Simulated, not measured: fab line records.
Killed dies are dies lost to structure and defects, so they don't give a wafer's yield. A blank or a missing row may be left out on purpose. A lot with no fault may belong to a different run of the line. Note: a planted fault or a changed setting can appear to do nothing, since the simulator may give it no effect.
Which tool is to blame? + flow n5Finfet + 24 lots, 72 wafers sampled, at 3 steps of a route of 1938

## WHAT EACH GAUGE READ, for each wafer
N5_MOL_CONTACT_COAG_INSPECT_42: inspects for defects (brightfield).
| lot  | measured     | on               | rawDefectCount |
|------|--------------|------------------|----------------|
| L074 | day 5 01:44  | defectInspect-01 | 155 137 201    |
| L075 | day 5 13:52  | defectInspect-01 | 178 169 248    |
| L076 | day 5 17:01  | defectInspect-01 | 268 185 161    |
| L077 | day 5 20:43  | defectInspect-02 | 136 204 171    |
| L078 | day 6 06:34  | defectInspect-01 | 177 139 158    |
| L079 | day 6 10:35  | defectInspect-01 | 267 178 239    |
| L080 | day 6 16:49  | defectInspect-01 | 207 200 173    |
| L081 | day 6 19:20  | defectInspect-01 | 143 145 199    |
| L082 | day 7 05:08  | defectInspect-02 | 318 346 245    |
| L083 | day 7 11:53  | defectInspect-02 | 159 188 227    |
| L084 | day 7 16:04  | defectInspect-02 | 191 225 117    |
| L085 | day 8 02:32  | defectInspect-02 | 257 207 213    |
| L086 | day 8 06:02  | defectInspect-02 | 159 159 130    |
| L087 | day 8 11:15  | defectInspect-01 | 212 245 296    |
| L088 | day 8 14:16  | defectInspect-02 | 255 264 220    |
| L089 | day 8 19:14  | defectInspect-01 | 244 266 176    |
| L090 | day 9 04:08  | defectInspect-01 | 237 207 318    |
| L091 | day 9 07:31  | defectInspect-02 | 172 143 209    |
| L092 | day 9 16:33  | defectInspect-02 | 165 131 182    |
| L093 | day 9 19:16  | defectInspect-01 | 167 226 296    |
| L094 | day 10 09:13 | defectInspect-01 | 158 121 196    |
| L095 | day 10 09:16 | defectInspect-02 | 185 120 181    |
| L096 | day 10 22:44 | defectInspect-01 | 140 191 167    |
| L097 | day 11 01:05 | defectInspect-01 | 164 168 235    |

N5_MOL_CONTACT_COAG_INSPECT_97: inspects for defects (darkfield).
| lot  | measured     | on               | rawDefectCount |
|------|--------------|------------------|----------------|
| L074 | day 5 06:35  | defectInspect-01 | 38 40 24       |
| L075 | day 5 18:45  | defectInspect-01 | 26 52 63       |
| L076 | day 5 21:51  | defectInspect-01 | 27 45 35       |
| L077 | day 6 01:24  | defectInspect-01 | 39 78 46       |
| L078 | day 6 11:13  | defectInspect-02 | 49 64 69       |
| L079 | day 6 15:28  | defectInspect-02 | 25 18 37       |
| L080 | day 6 21:33  | defectInspect-02 | 28 25 33       |
| L081 | day 7 01:02  | defectInspect-01 | 21 35 36       |
| L082 | day 7 09:47  | defectInspect-01 | 30 21 30       |
| L083 | day 7 16:45  | defectInspect-02 | 39 64 58       |
| L084 | day 7 20:47  | defectInspect-02 | 58 42 57       |
| L085 | day 8 07:19  | defectInspect-02 | 38 44 43       |
| L086 | day 8 10:59  | defectInspect-02 | 78 62 80       |
| L087 | day 8 15:58  | defectInspect-01 | 40 38 26       |
| L088 | day 8 19:58  | defectInspect-02 | 56 53 59       |
| L089 | day 8 23:53  | defectInspect-02 | 49 34 25       |
| L090 | day 9 09:10  | defectInspect-01 | 20 28 31       |
| L091 | day 9 12:10  | defectInspect-01 | 38 24 50       |
| L092 | day 9 21:52  | defectInspect-01 | 27 34 32       |
| L093 | day 10 00:52 | defectInspect-01 | 26 26 34       |
| L094 | day 10 14:04 | defectInspect-02 | 49 39 47       |
| L095 | day 10 17:02 | defectInspect-02 | 38 43 79       |
| L096 | day 11 03:41 | defectInspect-02 | 57 57 88       |
| L097 | day 11 06:40 | defectInspect-02 | 57 55 41       |

## EACH LOT AND THE TOOL THAT RAN IT (in order: tool; ch and the chambers of the sampled wafers; start)
| lot  | N5_MOL_CONTACT_COAG_ETCH_65       |
|------|-----------------------------------|
| L074 | rieDiel-01 ch 0,2, day 5 01:48    |
| L075 | rieDiel-03 ch 1,2,3, day 5 13:56  |
| L076 | rieDiel-01 ch 1,2,3, day 5 17:14  |
| L077 | rieDiel-03 ch 0,1, day 5 20:47    |
| L078 | rieDiel-05 ch 1,3, day 6 06:38    |
| L079 | rieDiel-03 ch 0,1,2, day 6 10:40  |
| L080 | rieDiel-01 ch 1,3, day 6 16:55    |
| L081 | rieDiel-03 ch 2,3, day 6 20:07    |
| L082 | rieDiel-01 ch 2,3, day 7 05:13    |
| L083 | rieDiel-03 ch 1,2, day 7 11:58    |
| L084 | rieDiel-03 ch 1,3, day 7 16:08    |
| L085 | rieDiel-01 ch 0,1,3, day 8 02:41  |
| L086 | rieDiel-01 ch 0,2,3, day 8 06:20  |
| L087 | rieDiel-05 ch 0,2, day 8 11:19    |
| L088 | rieDiel-05 ch 1,2,3, day 8 14:20  |
| L089 | rieDiel-03 ch 1,2,3, day 8 19:18  |
| L090 | rieDiel-01 ch 0,3, day 9 04:28    |
| L091 | rieDiel-03 ch 0,2,3, day 9 07:35  |
| L092 | rieDiel-01 ch 1,3, day 9 17:05    |
| L093 | rieDiel-01 ch 1,3, day 9 19:20    |
| L094 | rieDiel-03 ch 1,2, day 10 09:22   |
| L095 | rieDiel-05 ch 0,1, day 10 09:23   |
| L096 | rieDiel-01 ch 0,1,2, day 10 22:49 |
| L097 | rieDiel-03 ch 1,2, day 11 01:09   |
- N5_MOL_CONTACT_COAG_ETCH_65: etches underlayer in N2/H2, target depth 13 nm, time 10.4 s.

## WHAT THE TOOLS THEMSELVES READ (means of the sampled wafers that have a number; where no wafer has one, the mark that the record gives instead)
N5_MOL_CONTACT_COAG_ETCH_65.
| lot  | tool       | drypumpMotorCurrentA (A) | etchRfOnTimeS (s) | oesProductAu (a.u.) | rfVppV (V) | showerheadPlenumPTorr (Torr) | throttleValvePct (%) |
|------|------------|--------------------------|-------------------|---------------------|------------|------------------------------|----------------------|
| L074 | rieDiel-01 | 5.3                      | 10.4              | 0.59                | 522        | 2.49                         | 17.89                |
| L075 | rieDiel-03 | 5.9                      | 10.5              | 0.67                | 524        | 2.56                         | 17.85                |
| L076 | rieDiel-01 | 5.8                      | 10.0              | 0.75                | 524        | 2.57                         | 17.80                |
| L077 | rieDiel-03 | 5.6                      | 10.4              | 0.66                | 522        | 2.51                         | 17.89                |
| L078 | rieDiel-05 | 5.5                      | 10.4              | 0.59                | 524        | 2.59                         | 18.12                |
| L079 | rieDiel-03 | 5.6                      | 10.5              | 0.65                | 523        | 2.52                         | 17.99                |
| L080 | rieDiel-01 | 6.3                      | 10.0              | 0.79                | 527        | 2.63                         | 17.85                |
| L081 | rieDiel-03 | 6.0                      | 10.5              | 0.60                | 522        | 2.46                         | 17.94                |
| L082 | rieDiel-01 | 5.5                      | 10.1              | 0.82                | 526        | 2.55                         | 17.49                |
| L083 | rieDiel-03 | 5.6                      | 10.4              | 0.65                | 523        | 2.52                         | 18.10                |
| L084 | rieDiel-03 | 6.1                      | 10.1              | 0.67                | 524        | 2.58                         | 17.69                |
| L085 | rieDiel-01 | 6.0                      | 10.3              | 0.76                | 524        | 2.57                         | 17.85                |
| L086 | rieDiel-01 | 5.8                      | 10.2              | 0.78                | 524        | 2.56                         | 17.67                |
| L087 | rieDiel-05 | 5.6                      | 10.5              | 0.68                | 522        | 2.46                         | 18.05                |
| L088 | rieDiel-05 | 5.6                      | 10.5              | 0.70                | 525        | 2.60                         | 17.83                |
| L089 | rieDiel-03 | 5.9                      | 10.3              | 0.64                | 523        | 2.55                         | 17.90                |
| L090 | rieDiel-01 | 5.9                      | 10.4              | 0.76                | 524        | 2.56                         | 17.82                |
| L091 | rieDiel-03 | 5.9                      | 10.5              | 0.67                | 523        | 2.54                         | 17.76                |
| L092 | rieDiel-01 | 6.3                      | 9.9               | 0.76                | 526        | 2.62                         | 17.90                |
| L093 | rieDiel-01 | 6.0                      | 9.9               | 0.76                | 524        | 2.56                         | 17.89                |
| L094 | rieDiel-03 | 5.5                      | 10.3              | 0.68                | 525        | 2.61                         | 18.09                |
| L095 | rieDiel-05 | 5.6                      | 10.5              | 0.72                | 521        | 2.45                         | 17.96                |
| L096 | rieDiel-01 | 5.5                      | 10.2              | 0.75                | 523        | 2.48                         | 17.69                |
| L097 | rieDiel-03 | 5.6                      | 10.5              | 0.62                | 523        | 2.51                         | 18.16                |

## THE ANSWER, worked out from the rows above alone
Rule: the usual values come from the lots themselves. The widest of any qualifying gaps counts: lots, ordered by their means at a reading, are off when they make up no more than a third of the lots, leave a main group of 4 or more, and stand apart from it by 3 or more times the standard deviation of that group's means. A main group is skipped when, at the precision printed for the reading in the tables above, its means are all equal. Also off: a lot with no number at a reading for which 4 or more lots have one. The other lots that the step has rows for count as sound. After the gauges, taken in route order, come the tools' own readings; for these a lot's mean is taken, as printed above. At the first step where some lot is off, the reading lying furthest off is the one used; lots without a number count as furthest.
Across all readings shown, no lot is off: no conclusion can be drawn from this.

## WHAT HAD BEEN PUT IN BY THE SIMULATOR
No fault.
